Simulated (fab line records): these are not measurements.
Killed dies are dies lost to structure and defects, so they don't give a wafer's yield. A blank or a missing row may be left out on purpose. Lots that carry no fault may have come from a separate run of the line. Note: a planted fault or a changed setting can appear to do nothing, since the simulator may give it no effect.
Split-lot study -- flow n5 finfet -- 21 wafers read across 7 lots, on a route 1938 steps long

SPLIT DETAILS
At N5_SDB_COAT_03 (time 60 s, resist thk 100 nm), the setting spin rpm was moved away from the recipe's 1500 rpm on 9 of the 21 wafers read, by -7.0% to +8.7%. This setting was run at the recipe's value on the other wafers.

FROM THE SPLIT TO THE READING: what the file shows between them, 4 steps
- N5_SDB_COAT_04: time 60 s, resist thk 18 nm
- N5_SDB_COAT_05: resist thk 90 nm
- N5_SDB_DESCUM_16: chemistry O2, time 7.9 s
- N5_SDB_ETCH_17: etches SiARC in CF4, target depth 23.4 nm, time 39 s

THE READING
etch.depth nm (the simulator's own value, which no gauge read), in nm, at N5_SDB_ETCH_18 (etches SOC in N2/H2, target depth 100 nm, overetch 20 nm, time 150 s). The file does not state a usual value for it. Average 100.12 nm, standard deviation 0.22 nm, over the 12 wafers here run with the recipe.

wafer,"tool, chamber at the split","spin rpm as run, rpm",against the recipe,"etch.depth nm, nm",against lot-mates on the recipe
L076.1,"litho track-03, 0",1438,-4.1%,102.1,+2.00
L076.4,"litho track-03, 0",1500,recipe,100.2,-
L076.5,"litho track-03, 0",1500,recipe,100,-
L079.3,"litho track-05, 0",1500,recipe,99.82,-
L079.4,"litho track-05, 0",1627,+8.5%,96.11,-3.71
L079.6,"litho track-05, 0",1627,+8.5%,95.95,-3.87
L080.4,"litho track-03, 0",1500,recipe,100,-
L080.5,"litho track-03, 0",1500,recipe,99.92,-
L080.6,"litho track-03, 0",1500,recipe,100.3,-
L084.1,"litho track-04, 0",1500,recipe,100.4,-
L084.4,"litho track-04, 0",1500,recipe,100.2,-
L084.5,"litho track-04, 0",1500,recipe,100.1,-
L090.1,"litho track-04, 0",1500,recipe,100.4,-
L090.2,"litho track-04, 0",1500,recipe,100.4,-
L090.4,"litho track-04, 0",1630,+8.7%,96.43,-3.97
L095.1,"litho track-03, 0",1500,recipe,99.73,-
L095.2,"litho track-03, 0",1395,-7.0%,103.2,+3.47
L095.4,"litho track-03, 0",1395,-7.0%,103.3,+3.57
L097.1,"litho track-05, 0",1450,-3.3%,102,no lot-mate on the recipe
L097.5,"litho track-05, 0",1450,-3.3%,102.3,no lot-mate on the recipe
L097.6,"litho track-05, 0",1450,-3.3%,102.1,no lot-mate on the recipe

THE FIT
A straight line over all 21 wafers: etch.depth nm changes by -0.472 nm for each +1% of spin rpm; r = -0.99; the points scatter about the line by 0.27 nm.
The same after taking each lot's own level away (the mean of its wafers on the recipe; 18 wafers): -0.469 nm for each +1%; r = -1.00; scatter 0.14 nm.
On that fit, the largest move of spin rpm shifts the reading by 4.1 nm.
Across the lots, their own levels run from 99.730 to 100.400 nm, a range of 3.0 times the standard deviation given above.
The two slopes agree, so the slope changes little with the lot-to-lot level.
Check: with one of the wafers moved furthest among these (+8.7%) left out of the fit, the line predicts -4.03 nm for it against its lot-mates. Against them it came out at -3.97 nm.

THE WHOLE CHAIN: every reading that the file lists as answering this split, in the file's order
step,what it does,reading,change (the file's fit),r (the file's)
N5_SDB_COAT_03,"time 60 s, resist thk 100 nm","SOC_of_SDB_COAT_03.thk nm (the simulator's own value, which no gauge read)",-0.466 nm for each +1% of the setting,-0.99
N5_SDB_ETCH_18,"etches SOC in N2/H2, target depth 100 nm, overetch 20 nm, time 150 s","etch.depth nm (the simulator's own value, which no gauge read)",-0.469 nm for each +1% of the setting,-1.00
N5_SDB_STRIP_22,strips in N2/H2,strip time to endpoint s,withheld for each +1% of the setting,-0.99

FILE'S OWN FIT
etch.depth nm changes by -0.469 nm for each +1% of spin rpm, r = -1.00.
